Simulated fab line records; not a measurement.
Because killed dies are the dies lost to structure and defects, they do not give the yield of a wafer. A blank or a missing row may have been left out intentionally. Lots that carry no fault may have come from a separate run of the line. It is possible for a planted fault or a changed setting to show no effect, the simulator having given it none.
Split-lot experiment ; flow n5-finfet ; 21 wafers read from 7 lots, route of 1938 steps

## THE SPLIT
At N5_SDB_COAT_03 (time 60 s, resist thk 100 nm), the setting spin-rpm was moved away from the recipe's 1500 rpm on 9 of the 21 wafers read, by -10.0% to +10.2%. All remaining wafers had this setting at the recipe value.

## FROM THE SPLIT TO THE READING: what the file shows between them, 8 steps
- N5_SDB_COAT_04: time 60 s, resist thk 18 nm (also split here: spin-rpm)
- N5_SDB_COAT_05: resist thk 90 nm
- N5_SDB_EBR_07
- N5_SDB_DESCUM_16: chemistry O2, time 7.9 s
- N5_SDB_ETCH_17: etches SiARC in CF4, target depth 23.4 nm, time 39 s
- N5_SDB_ETCH_18: etches SOC in N2/H2, target depth 100 nm, overetch 20 nm, time 150 s
- N5_SDB_STRIP_19: strips in N2/H2
- N5_SDB_STRIP_21: strips in CF4

## THE READING
SOC_of_SDB_COAT_03.thk-nm (the simulator's own value, which no gauge read), in nm, at N5_SDB_HM_OPEN_20 (chemistry CH3F/O2, target SiNx, stops on poly-Si, target depth 24 nm). No usual value for it is given in the file. Here, 12 wafers ran the recipe; their average is 83.8 nm with a standard deviation of 0.43 nm.

wafer;tool, chamber at the split;spin-rpm as run, rpm;against the recipe;SOC_of_SDB_COAT_03.thk-nm, nm;against lot-mates on the recipe
L074.2;litho-track-03, 0;1500;recipe;83.6;-
L074.3;litho-track-03, 0;1500;recipe;83.6;-
L074.4;litho-track-03, 0;1500;recipe;83.6;-
L079.3;litho-track-03, 0;1500;recipe;83.6;-
L079.4;litho-track-03, 0;1500;recipe;83.6;-
L079.5;litho-track-03, 0;1500;recipe;83.2;-
L081.1;litho-track-05, 0;1500;recipe;84.6;-
L081.3;litho-track-05, 0;1500;recipe;84.6;-
L081.5;litho-track-05, 0;1653;+10.2%;79.4;-5.2
L083.2;litho-track-03, 0;1555;+3.7%;82;no lot-mate on the recipe
L083.5;litho-track-03, 0;1555;+3.7%;82;no lot-mate on the recipe
L083.4;litho-track-03, 0;1555;+3.7%;82.2;no lot-mate on the recipe
L082.1;litho-track-04, 0;1554;+3.6%;82;-1.8
L082.2;litho-track-04, 0;1500;recipe;83.8;-
L082.4;litho-track-04, 0;1554;+3.6%;81.8;-2.0
L087.2;litho-track-04, 0;1500;recipe;83.8;-
L087.4;litho-track-04, 0;1500;recipe;84.4;-
L087.5;litho-track-04, 0;1545;+3.0%;82.6;-1.5
L097.1;litho-track-05, 0;1350;-10.0%;89;+5.4
L097.3;litho-track-05, 0;1350;-10.0%;89.2;+5.6
L097.6;litho-track-05, 0;1500;recipe;83.6;-

FIT RESULTS
A straight line over all 21 wafers: SOC_of_SDB_COAT_03.thk-nm changes by -0.497 nm for each +1% of spin-rpm; r = -0.98; the points scatter about the line by 0.39 nm.
The same after taking each lot's own level away (the mean of its wafers on the recipe; 18 wafers): -0.535 nm for each +1%; r = -1.00; scatter 0.16 nm.
Per that fit: largest spin-rpm move, reading shift of 5.5 nm.
Across the lots, their own levels run from 83.47 to 84.60 nm, a range of 2.6 times the standard deviation given above.
The two slopes agree, so the slope changes little with the lot-to-lot level.
Check: with one of the wafers moved furthest among these (+10.2%) left out of the fit, the line predicts -5.54 nm for it against its lot-mates. Against them it came out at -5.2 nm.

## THE OTHER SPLITS THESE WAFERS WENT THROUGH
Note: prior to the reading, these wafers also went through further splits. Each is held against what the fit with the lots' levels taken away leaves over:
other split on the same wafers;wafers away from the commonest value;r with SOC_of_SDB_COAT_03.thk-nm (lot level and that fit taken away)
N5_FIN_SAQP_FIN_ETCH_36 icp-w;9;-0.04
N5_DUMMY_GATE_COAT_34 spin-rpm;8;-0.40
N5_DUMMY_GATE_EXPOSE_12 dose-mj;10;+0.15
N5_SDB_COAT_04 spin-rpm;6;-0.62

## THE WHOLE CHAIN: every reading that the file lists as answering this split, in the file's order
step;what it does;reading;change (the file's fit);r (the file's)
N5_SDB_COAT_03;time 60 s, resist thk 100 nm;SOC_of_SDB_COAT_03.thk-nm (the simulator's own value, which no gauge read);-0.522 nm for each +1% of the setting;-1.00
N5_SDB_ETCH_18;etches SOC in N2/H2, target depth 100 nm, overetch 20 nm, time 150 s;etch.depth-nm (the simulator's own value, which no gauge read);-0.522 nm for each +1% of the setting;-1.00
N5_SDB_HM_OPEN_20;chemistry CH3F/O2, target SiNx, stops on poly-Si, target depth 24 nm;SOC_of_SDB_COAT_03.thk-nm (the simulator's own value, which no gauge read);-0.528 nm for each +1% of the setting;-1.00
N5_SDB_STRIP_22;strips in N2/H2;strip-time-to-endpoint-s;withheld for each +1% of the setting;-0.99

## THE FILE'S OWN FIT
SOC_of_SDB_COAT_03.thk-nm changes by -0.528 nm for each +1% of spin-rpm, r = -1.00.
